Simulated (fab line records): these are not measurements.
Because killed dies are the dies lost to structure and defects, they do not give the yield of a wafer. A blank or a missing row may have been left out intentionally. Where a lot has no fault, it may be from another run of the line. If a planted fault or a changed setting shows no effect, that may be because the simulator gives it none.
Matching of chambers ; flow n5_finfet ; N5_HKMG_FIN_ALD_21 on ald_metal-02: 4 sister chambers
The step deposits TiN, target thk 1.5 nm, pulse time 1 s, purge time 3 s. 16 wafers are shown with their chamber, then 8 later ones without.

== WAFERS WITH THEIR CHAMBER ==
wafer;chamber;heater_power_w (W);precursor_pulse_height_rel
L074.2;2;920;0.998
L074.3;1;914;0.998
L074.4;3;974;1.008
L075.1;2;909;1.027
L075.2;0;842;0.993
L075.5;3;980;1.004
L076.2;1;932;1.036
L076.4;3;972;1.043
L076.5;3;989;1.017
L078.1;1;912;0.989
L078.4;2;933;1.007
L078.5;2;913;0.957
L079.1;3;960;0.995
L079.3;0;839;1.003
L079.5;0;838;1.023
L082.1;3;952;0.978

SIGNATURES (averages over the wafers above)
reading;chamber 0;chamber 1;chamber 2;chamber 3;scatter within a chamber
heater_power_w;839.67;919.33;918.75;971.17;11.1
precursor_pulse_height_rel;1.00633;1.00767;0.99725;1.00750;0.0236
Rule: distance of a wafer from a chamber = root of the sum over the readings of ((wafer's reading minus chamber's mean) / reading's scatter) squared. The wafer belongs to the nearest chamber; if the next one is less than 2 further off, it can't be placed. The scatter: the root of (the sum of the squares of (reading less its chamber's mean) over the shown wafers, divided by (wafers less chambers)).

== WAFERS WITH NO CHAMBER GIVEN ==
wafer;heater_power_w (W);precursor_pulse_height_rel
L082.3;911;1.017
L082.5;914;0.988
L084.1;930;1.015
L084.3;846;1.031
L084.6;918;1.032
L094.1;967;1.010
L094.2;926;0.972
L094.3;826;1.010

== THE CHAMBER EACH PASSED THROUGH ==
wafer;from the rows above;in truth
L082.3;can't be placed: 1 or 2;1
L082.5;can't be placed: 2 or 1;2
L084.1;can't be placed: 1 or 2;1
L084.3;0;0
L084.6;can't be placed: 1 or 2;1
L094.1;3;3
L094.2;can't be placed: 2 or 1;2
L094.3;0;0
Correct placement for 3 of the 8. Can't be placed from these rows: 5 (the true chamber is among the candidates in 5). Number placed wrongly: 0.
